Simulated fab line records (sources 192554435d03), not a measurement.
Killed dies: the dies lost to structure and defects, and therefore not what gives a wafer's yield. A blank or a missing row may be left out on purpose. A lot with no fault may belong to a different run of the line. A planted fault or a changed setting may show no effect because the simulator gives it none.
The tool behind it: which one? | flow n5-finfet | 24 lots, 72 wafers sampled, at 3 steps of a route of 1938

WHAT THE GAUGES READ, wafer by wafer
N5_GATE_CUT_INSPECT_26: inspects for defects (darkfield).
lot  | measured     | on                | raw-defect-count
L074 | day 4 14:17  | defect-inspect-02 | 86 71 58
L075 | day 4 21:37  | defect-inspect-01 | 28 34 20
L076 | day 5 06:23  | defect-inspect-01 | 43 22 43
L077 | day 5 10:11  | defect-inspect-01 | 52 50 59
L078 | day 5 15:56  | defect-inspect-01 | 51 75 27
L079 | day 5 21:03  | defect-inspect-01 | 38 37 33
L080 | day 6 02:12  | defect-inspect-02 | 52 21 44
L081 | day 6 11:26  | defect-inspect-02 | 33 68 42
L082 | day 6 18:31  | defect-inspect-02 | 38 31 36
L083 | day 7 00:46  | defect-inspect-01 | 31 36 48
L084 | day 7 07:40  | defect-inspect-01 | 9 13 20
L085 | day 7 14:05  | defect-inspect-01 | 30 36 42
L086 | day 7 20:07  | defect-inspect-01 | 55 40 51
L087 | day 8 03:20  | defect-inspect-02 | 83 54 84
L088 | day 8 06:13  | defect-inspect-02 | 25 56 23
L089 | day 8 15:05  | defect-inspect-02 | 28 17 36
L090 | day 8 15:46  | defect-inspect-02 | 61 49 50
L091 | day 9 03:59  | defect-inspect-02 | 38 48 82
L092 | day 9 05:50  | defect-inspect-02 | 41 50 42
L093 | day 9 13:50  | defect-inspect-02 | 22 28 44
L094 | day 9 15:42  | defect-inspect-02 | 17 24 46
L095 | day 9 22:13  | defect-inspect-01 | 35 34 27
L096 | day 10 03:25 | defect-inspect-02 | 44 41 57
L097 | day 10 15:40 | defect-inspect-02 | 23 47 36

WHAT TOOL EACH LOT RAN ON (gives the tool, then ch and the chambers of the sampled wafers, and finally the start)
lot  | N5_GATE_CUT_STRIP_21                 | N5_GATE_CUT_CMP_61
L074 | plasma-asher-02 ch 0,1, day 4 11:34  | cmp-01 ch 0,1,3, day 4 14:02
L075 | plasma-asher-01 ch 0,1, day 4 18:32  | cmp-02 ch 0,3, day 4 21:25
L076 | plasma-asher-01 ch 0,1, day 5 03:40  | cmp-01 ch 0,1,2, day 5 06:11
L077 | plasma-asher-01 ch 0,1, day 5 07:30  | cmp-02 ch 0,2,3, day 5 10:02
L078 | plasma-asher-01 ch 0, day 5 13:16    | cmp-01 ch 0,3, day 5 15:44
L079 | plasma-asher-01 ch 0,1, day 5 18:10  | cmp-01 ch 0,1,3, day 5 20:49
L080 | plasma-asher-01 ch 0,1, day 5 23:31  | cmp-04 ch 1,2,3, day 6 01:58
L081 | plasma-asher-02 ch 0,1, day 6 08:46  | cmp-01 ch 0,1,3, day 6 11:13
L082 | plasma-asher-02 ch 0,1, day 6 15:45  | cmp-04 ch 2,3, day 6 18:17
L083 | plasma-asher-01 ch 0,1, day 6 21:59  | cmp-01 ch 0,2,3, day 7 00:34
L084 | plasma-asher-01 ch 0,1, day 7 05:01  | cmp-01 ch 0,1,3, day 7 07:29
L085 | plasma-asher-02 ch 0,1, day 7 11:25  | cmp-02 ch 0,2, day 7 13:51
L086 | plasma-asher-02 ch 1, day 7 17:26    | cmp-02 ch 0,1, day 7 19:53
L087 | plasma-asher-01 ch 0,1, day 8 00:39  | cmp-04 ch 2,3, day 8 03:06
L088 | plasma-asher-01 ch 1, day 8 03:32    | cmp-04 ch 0,2,3, day 8 05:59
L089 | plasma-asher-01 ch 0,1, day 8 11:26  | cmp-01 ch 0,2,3, day 8 14:55
L090 | plasma-asher-01 ch 0,1, day 8 12:39  | cmp-04 ch 0,1,3, day 8 15:37
L091 | plasma-asher-01 ch 0,1, day 8 23:56  | cmp-04 ch 0,1, day 9 03:45
L092 | plasma-asher-02 ch 0,1, day 9 03:10  | cmp-01 ch 0,2,3, day 9 05:39
L093 | plasma-asher-02 ch 0,1, day 9 11:07  | cmp-04 ch 1,2,3, day 9 13:38
L094 | plasma-asher-02 ch 0,1, day 9 13:01  | cmp-04 ch 1,2, day 9 15:28
L095 | plasma-asher-01 ch 0,1, day 9 19:32  | cmp-04 ch 0,2, day 9 22:01
L096 | plasma-asher-02 ch 0,1, day 10 00:44 | cmp-02 ch 1,2,3, day 10 03:11
L097 | plasma-asher-01 ch 0,1, day 10 12:52 | cmp-01 ch 0,2,3, day 10 15:26
- N5_GATE_CUT_STRIP_21: strips in N2/H2, time 30 s.
- N5_GATE_CUT_CMP_61: polishes, stops on SiNx, t overpolish 3 s.

WHAT THE TOOLS THEMSELVES READ (means of the sampled wafers that have a number; where no wafer has one, the mark that the record gives instead)
N5_GATE_CUT_STRIP_21.
lot  | tool            | drypump-motor-current-A (A) | h2-flow-sccm (sccm) | heater-power-w (W)
L074 | plasma-asher-02 | 5.7                         | 3250                | 339
L075 | plasma-asher-01 | 5.9                         | 3243                | 334
L076 | plasma-asher-01 | 5.9                         | 3254                | 338
L077 | plasma-asher-01 | 5.9                         | 3251                | 341
L078 | plasma-asher-01 | 5.6                         | 3252                | 318
L079 | plasma-asher-01 | 6.2                         | 3248                | 351
L080 | plasma-asher-01 | 6.1                         | 3257                | 351
L081 | plasma-asher-02 | 5.5                         | 3249                | 348
L082 | plasma-asher-02 | 5.7                         | 3251                | 336
L083 | plasma-asher-01 | 6.2                         | 3249                | 357
L084 | plasma-asher-01 | 6.2                         | 3242                | 354
L085 | plasma-asher-02 | 5.7                         | 3247                | 337
L086 | plasma-asher-02 | 5.9                         | 3260                | 323
L087 | plasma-asher-01 | 5.9                         | 3245                | 336
L088 | plasma-asher-01 | 6.5                         | 3259                | 365
L089 | plasma-asher-01 | 5.9                         | 3253                | 336
L090 | plasma-asher-01 | 5.9                         | 3244                | 340
L091 | plasma-asher-01 | 5.9                         | 3248                | 338
L092 | plasma-asher-02 | 5.4                         | 3253                | 352
L093 | plasma-asher-02 | 5.4                         | 3258                | 350
L094 | plasma-asher-02 | 5.7                         | 3241                | 334
L095 | plasma-asher-01 | 5.9                         | 3250                | 338
L096 | plasma-asher-02 | 5.7                         | 3255                | 336
L097 | plasma-asher-01 | 5.9                         | 3237                | 333

N5_GATE_CUT_CMP_61.
lot  | tool   | motor-current-A (A) | slurry-filter-dp-kPa (kPa)
L074 | cmp-01 | 12.3                | 13.49
L075 | cmp-02 | 13.4                | 13.40
L076 | cmp-01 | 11.8                | 13.48
L077 | cmp-02 | 12.7                | 13.54
L078 | cmp-01 | 12.7                | 13.55
L079 | cmp-01 | 12.3                | 13.42
L080 | cmp-04 | 11.5                | 13.62
L081 | cmp-01 | 12.4                | 13.43
L082 | cmp-04 | 11.5                | 13.46
L083 | cmp-01 | 12.0                | 13.45
L084 | cmp-01 | 12.1                | 13.71
L085 | cmp-02 | 12.6                | 13.38
L086 | cmp-02 | 12.6                | 13.59
L087 | cmp-04 | 11.8                | 13.69
L088 | cmp-04 | 11.6                | 13.44
L089 | cmp-01 | 12.4                | 13.43
L090 | cmp-04 | 11.0                | 13.51
L091 | cmp-04 | 10.7                | 13.58
L092 | cmp-01 | 12.2                | 13.46
L093 | cmp-04 | 11.1                | 13.51
L094 | cmp-04 | 11.0                | 13.49
L095 | cmp-04 | 11.4                | 13.44
L096 | cmp-02 | 11.9                | 13.34
L097 | cmp-01 | 12.0                | 13.48

THE ANSWER, worked out from the rows above alone
Rule: the lots themselves supply what counts as usual. Put in order of their means at a reading, lots are off if they are a third of the lots or fewer, leave a main group of 4 or more, and stand apart from it by a gap of 3 or more times the standard deviation of the main group's means; of several such gaps the widest counts. Not used: any main group whose means are identical at the precision the tables above print for the reading. A lot without any number at a reading at which 4 lots or more have one is off too. All remaining lots with rows at the step are treated as sound. The gauges are gone through in route order, then the tools' own readings, and for those a lot's mean is taken as printed above. The first step at which some lot is off is used, and at that step the reading that is off furthest; a lot without a number counts as furthest.
No lot is off at any reading shown: from this, nothing can be told.

WHAT THE SIMULATOR HAD PUT IN
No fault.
